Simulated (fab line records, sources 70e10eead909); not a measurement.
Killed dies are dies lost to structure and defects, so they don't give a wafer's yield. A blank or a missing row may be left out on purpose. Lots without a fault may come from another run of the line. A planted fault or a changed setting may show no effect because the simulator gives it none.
One fault seen from 2 desks | flow nand_harc | each desk has only its own numbers; what lay behind them comes last

THE TOOL OWNER'S DESK: pecvd_onon-01
The tool's own readings at NHARC_A_ONON_D1_DEP_16 (target thk 1000 nm): means of the sampled wafers that have a number, for each lot that ran on this tool. A lot is out of limits, marked OUT, if its mean lies more than 4 standard deviations from the usual mean; the brackets give that distance.
Columns: A = n2o_flow_sccm at NHARC_A_ONON_D1_DEP_16, usual 1999 sccm; B = susceptor_temp_C at NHARC_A_ONON_D1_DEP_16, usual 399.99 C
lot  | first seen here | A    | B
L143 | day 7 17:37     | 2001 | 400.32
L153 | day 11 07:16    | 2004 | 399.98
L154 | day 11 07:37    | 1995 | 399.85
This desk's finding: nothing out of limits on any of the 3 lots.

THE METROLOGY DESK
What the gauges read, lot by lot, whatever tool the lot ran on: means of the sampled wafers that have a number. A lot is out of limits, marked OUT, if its mean lies more than 4 standard deviations from the usual mean; the brackets give that distance.
Columns: A = cd_nm at NHARC_A_ZERO_WELL_CD_MEAS_10, usual 1998.9 nm; B = thk_nm at NHARC_A_SOURCE_PLATE_THK_MEAS_09, usual 9.8 nm; C = thk_nm at NHARC_A_ONON_D1_THK_MEAS_11, usual 998 nm; D = thk_nm at NHARC_A_ONON_D1_THK_MEAS_18, usual 998 nm
lot  | first seen here | A      | B    | C    | D
L142 | day 6 08:17     | 1997.4 | 10.3 | 993  | 991
L143 | day 6 08:57     | 1998.4 | 9.7  | 1010 | 990
L144 | day 7 07:07     | 1998.0 | 10.1 | 1002 | 1004
L147 | day 7 21:53     | 1999.7 | 9.6  | 1011 | 1014
L155 | day 9 22:55     | 1999.8 | 9.9  | 1000 | 995
L154 | day 9 23:28     | 1998.9 | 10.0 | 998  | 534 (-46) OUT
L153 | day 9 23:49     | 1998.0 | 8.7  | 1011 | 540 (-46) OUT
L158 | day 10 21:32    | 1998.3 | 9.3  | 988  | 991
L160 | day 10 23:12    | 1999.7 | 10.8 | 1005 | 987
L161 | day 11 06:49    | 1998.6 | 10.9 | 995  | 994
L162 | day 11 16:20    | 1999.9 | 9.4  | 1000 | 982
L163 | day 11 18:17    | 1999.8 | 10.3 | 989  | 998
This desk's finding: out of limits on L153, L154; first on L153, day 11 07:43 (thk_nm at NHARC_A_ONON_D1_THK_MEAS_18). In limits: L142, L143, L144, L147, L155, L158, L160, L161, L162, L163.

PUT TOGETHER
The metrology desk could have raised an alarm at day 11 07:43, on L153, L154.
The tool owner's desk saw nothing out of limits.
The tool owner's desk has L153, L154 on record, within its limits.
Of the lots named, all ran NHARC_A_ONON_D1_DEP_16 on pecvd_onon-01.

WHAT THE SIMULATOR HAD PUT IN
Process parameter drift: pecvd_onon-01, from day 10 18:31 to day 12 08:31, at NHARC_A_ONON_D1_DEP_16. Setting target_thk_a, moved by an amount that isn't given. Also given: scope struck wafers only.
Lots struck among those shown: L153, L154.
Hours from the fault's start to each desk's first reading out of limits: the metrology desk, 13.
